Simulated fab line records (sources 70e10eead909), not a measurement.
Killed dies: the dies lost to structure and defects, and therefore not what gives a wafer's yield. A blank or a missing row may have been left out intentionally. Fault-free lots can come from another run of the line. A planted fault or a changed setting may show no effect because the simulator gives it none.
Chamber matching	flow nandHarc	NHARC_P_CONTACT_ALD_22 on aldMetal-01: 4 sister chambers
The step deposits TiN, target thk 3 nm, pulse time 1 s, ald cycles 150. 8 wafers are shown with their chamber, then 9 later ones without.

== WAFERS, EACH WITH ITS CHAMBER ==
wafer	chamber	heaterPowerW (W)	precursorPulseHeightRel
L083.1	0	928	1.007
L083.4	2	1079	0.996
L086.1	1	1017	1.033
L086.4	2	1097	1.011
L086.6	0	927	0.986
L090.1	3	1122	1.014
L090.3	1	987	1.029
L090.6	3	1142	1.029

== WAFERS WITHOUT THEIR CHAMBER ==
wafer	heaterPowerW (W)	precursorPulseHeightRel
L092.1	1003	1.001
L092.2	1030	0.967
L092.5	925	1.009
L093.3	915	0.990
L093.5	1129	1.004
L093.6	928	1.008
L096.1	1044	1.020
L096.5	1088	1.033
L096.6	985	1.023

== CHAMBER TAKEN BY EACH ==
wafer	from the rows above	in truth
L092.1	1	1
L092.2	can't be placed: 2 or 1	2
L092.5	0	0
L093.3	0	0
L093.5	can't be placed: 3 or 2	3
L093.6	0	0
L096.1	can't be placed: 1 or 2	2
L096.5	can't be placed: 2 or 3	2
L096.6	1	1
Correctly placed: 5 of 9. These rows do not allow placing 4 (true chamber among the candidates in 4). 0 placed wrongly.
How it was worked out, from the rows above alone: a wafer's distance from a chamber is the root of the sum, over the readings, of the square of ((its reading less the chamber's mean) divided by the reading's scatter). If the next closest chamber is less than 2 further off than the closest, the wafer can't be placed; otherwise it belongs to the closest. The mean given for a chamber averages the wafers shown for that chamber. The scatter: the root of (the sum of the squares of (reading less its chamber's mean) over the shown wafers, divided by (wafers less chambers)).
